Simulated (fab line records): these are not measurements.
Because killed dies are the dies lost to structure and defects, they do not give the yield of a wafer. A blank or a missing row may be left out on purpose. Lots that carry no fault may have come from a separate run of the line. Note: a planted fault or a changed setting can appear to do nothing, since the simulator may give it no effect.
Split-lot trial | flow n5-finfet | 39 wafers read across 7 lots, on a route 1938 steps long

## ON THE SPLIT
At N5_PASSIVATION_AL_DEP_21 (deposits Al, target thk 2800 nm, time 170 s), the setting time-s was moved away from the recipe's 170 s on 12 of the 39 wafers read, by -57.1% to +28.4%. The other wafers ran this setting at the recipe's value.

The reading is taken at the split's own step.

## THE READING
Al_of_PASSIVATION_AL_DEP_21.thk-nm (the simulator's own value, which no gauge read), in nm, at N5_PASSIVATION_AL_DEP_21 (deposits Al, target thk 2800 nm, time 170 s). The file does not state a usual value for it. The 27 wafers here that ran the recipe average 2799 nm, standard deviation 28 nm.

wafer  | tool, chamber at the split | time-s as run, s | against the recipe | Al_of_PASSIVATION_AL_DEP_21.thk-nm, nm | against lot-mates on the recipe
L077.1 | pvd-sputter-01, -          | 218.2            | +28.4%             | 3652                                   | +810
L077.2 | pvd-sputter-01, -          | 218.2            | +28.4%             | 3615                                   | +773
L077.3 | pvd-sputter-01, -          | 170              | recipe             | 2861                                   | -
L077.4 | pvd-sputter-01, -          | 170              | recipe             | 2832                                   | -
L077.5 | pvd-sputter-01, -          | 170              | recipe             | 2832                                   | -
L077.6 | pvd-sputter-01, -          | 218.2            | +28.4%             | 3647                                   | +805
L078.1 | pvd-sputter-03, -          | 170              | recipe             | 2802                                   | -
L078.2 | pvd-sputter-03, -          | 170              | recipe             | 2825                                   | -
L078.3 | pvd-sputter-03, -          | 170              | recipe             | 2796                                   | -
L078.4 | pvd-sputter-03, -          | 170              | recipe             | 2790                                   | -
L078.5 | pvd-sputter-03, -          | 170              | recipe             | 2806                                   | -
L078.6 | pvd-sputter-03, -          | 170              | recipe             | 2816                                   | -
L080.1 | pvd-sputter-01, -          | 72.92            | -57.1%             | 1213                                   | -1585
L080.2 | pvd-sputter-01, -          | 170              | recipe             | 2797                                   | -
L080.3 | pvd-sputter-01, -          | 170              | recipe             | 2798                                   | -
L080.5 | pvd-sputter-01, -          | 170              | recipe             | 2798                                   | -
L080.4 | pvd-sputter-01, -          | 72.92            | -57.1%             | 1221                                   | -1577
L080.6 | pvd-sputter-01, -          | 72.92            | -57.1%             | 1209                                   | -1589
L082.1 | pvd-sputter-03, -          | 79.81            | -53.1%             | 1255                                   | -1492
L082.2 | pvd-sputter-03, -          | 170              | recipe             | 2744                                   | -
L082.3 | pvd-sputter-03, -          | 170              | recipe             | 2746                                   | -
L082.4 | pvd-sputter-03, -          | 79.81            | -53.1%             | 1301                                   | -1446
L082.5 | pvd-sputter-03, -          | 170              | recipe             | 2751                                   | -
L082.6 | pvd-sputter-03, -          | 79.81            | -53.1%             | 1260                                   | -1487
L084.1 | pvd-sputter-02, -          | 170              | recipe             | 2797                                   | -
L084.2 | pvd-sputter-02, -          | 170              | recipe             | 2768                                   | -
L084.3 | pvd-sputter-02, -          | 170              | recipe             | 2799                                   | -
L084.4 | pvd-sputter-02, -          | 170              | recipe             | 2767                                   | -
L084.5 | pvd-sputter-02, -          | 170              | recipe             | 2775                                   | -
L084.6 | pvd-sputter-02, -          | 170              | recipe             | 2778                                   | -
L094.3 | pvd-sputter-01, -          | 170              | recipe             | 2823                                   | -
L094.5 | pvd-sputter-01, -          | 170              | recipe             | 2799                                   | -
L094.6 | pvd-sputter-01, -          | 170              | recipe             | 2834                                   | -
L096.1 | pvd-sputter-02, -          | 85.07            | -50.0%             | 1423                                   | -1391
L096.2 | pvd-sputter-02, -          | 170              | recipe             | 2813                                   | -
L096.3 | pvd-sputter-02, -          | 85.07            | -50.0%             | 1396                                   | -1418
L096.4 | pvd-sputter-02, -          | 170              | recipe             | 2806                                   | -
L096.5 | pvd-sputter-02, -          | 170              | recipe             | 2824                                   | -
L096.6 | pvd-sputter-02, -          | 85.07            | -50.0%             | 1424                                   | -1390

FIT RESULTS
A straight line over all 39 wafers: Al_of_PASSIVATION_AL_DEP_21.thk-nm changes by +28.3 nm for each +1% of time-s; r = +1.00; the points scatter about the line by 30 nm.
The same after taking each lot's own level away (the mean of its wafers on the recipe; 39 wafers): +27.9 nm for each +1%; r = +1.00; scatter 13 nm.
Per that fit: largest time-s move, reading shift of 1.6e+03 nm.
The lots' own levels span 2747.0 to 2841.7 nm, that is 3.4 times the standard deviation above.
The two slopes are in agreement: the lot-to-lot level therefore moves the slope only a little.
Check: for one of the wafers moved furthest among these (-57.1%), held out of the fit, the line's prediction against its lot-mates is -1.59e+03 nm. Against them it came out at -1.58e+03 nm.

## ADDITIONAL SPLITS CARRIED BY THESE WAFERS
These wafers also went through other splits before the reading. Each is held against what the fit with the lots' levels taken away leaves over:
other split on the same wafers            | wafers away from the commonest value | r with Al_of_PASSIVATION_AL_DEP_21.thk-nm (lot level and that fit taken away)
N5_BEOL_M11_TRENCH_ETCH_37 target-depth-a | 12                                   | -0.04

## FILE'S OWN FIT
Al_of_PASSIVATION_AL_DEP_21.thk-nm changes by +27.9 nm for each +1% of time-s, r = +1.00.
